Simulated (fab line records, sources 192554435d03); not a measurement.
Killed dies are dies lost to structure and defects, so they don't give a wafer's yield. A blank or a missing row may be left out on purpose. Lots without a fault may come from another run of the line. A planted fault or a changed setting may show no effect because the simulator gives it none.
Which tool did it? | flow n5_finfet | 12 lots, 36 wafers sampled, at 1 step of a route of 1938

WHAT THE GAUGES READ, wafer by wafer
N5_BEOL_M11_CD_MEAS_35: target cd 70 nm.
lot  | measured     | on        | cd_nm (nm)
L075 | day 10 22:05 | cd_sem-01 | 69.7 69.6 70.5
L076 | day 11 18:56 | cd_sem-03 | 70.0 70.0 69.4
L079 | day 12 14:07 | cd_sem-02 | 69.1 69.4 70.6
L081 | day 13 06:09 | cd_sem-03 | 69.4 69.7 69.0
L084 | day 13 13:37 | cd_sem-02 | 70.4 69.3 68.9
L085 | day 13 21:38 | cd_sem-02 | 70.7 71.6 70.5
L088 | day 14 06:46 | cd_sem-01 | 71.2 71.4 71.1
L090 | day 14 16:55 | cd_sem-03 | 69.8 69.3 69.7
L091 | day 15 08:29 | cd_sem-03 | 71.5 68.9 70.3
L093 | day 15 19:53 | cd_sem-01 | 69.7 70.3 70.2
L095 | day 16 12:01 | cd_sem-01 | 70.1 70.1 70.7
L097 | day 16 18:37 | cd_sem-02 | 69.2 69.2 68.5

WHICH TOOL RAN EACH LOT (tool, then ch and the chambers of the sampled wafers, then the start)
The record holds no process step before these readings.

THE ANSWER, worked out from the rows above alone
Rule: what is usual is taken from the lots themselves. Put in order of their means at a reading, lots are off if they are a third of the lots or fewer, leave a main group of 4 or more, and stand apart from it by a gap of 3 or more times the standard deviation of the main group's means; of several such gaps the widest counts. A main group whose means are all the same, to the digits that the tables above print for the reading, isn't used. A lot without any number at a reading at which 4 lots or more have one is off too. The other lots that the step has rows for count as sound.
No lot is off at any reading shown: from this, nothing can be told.

WHAT THE SIMULATOR HAD PUT IN
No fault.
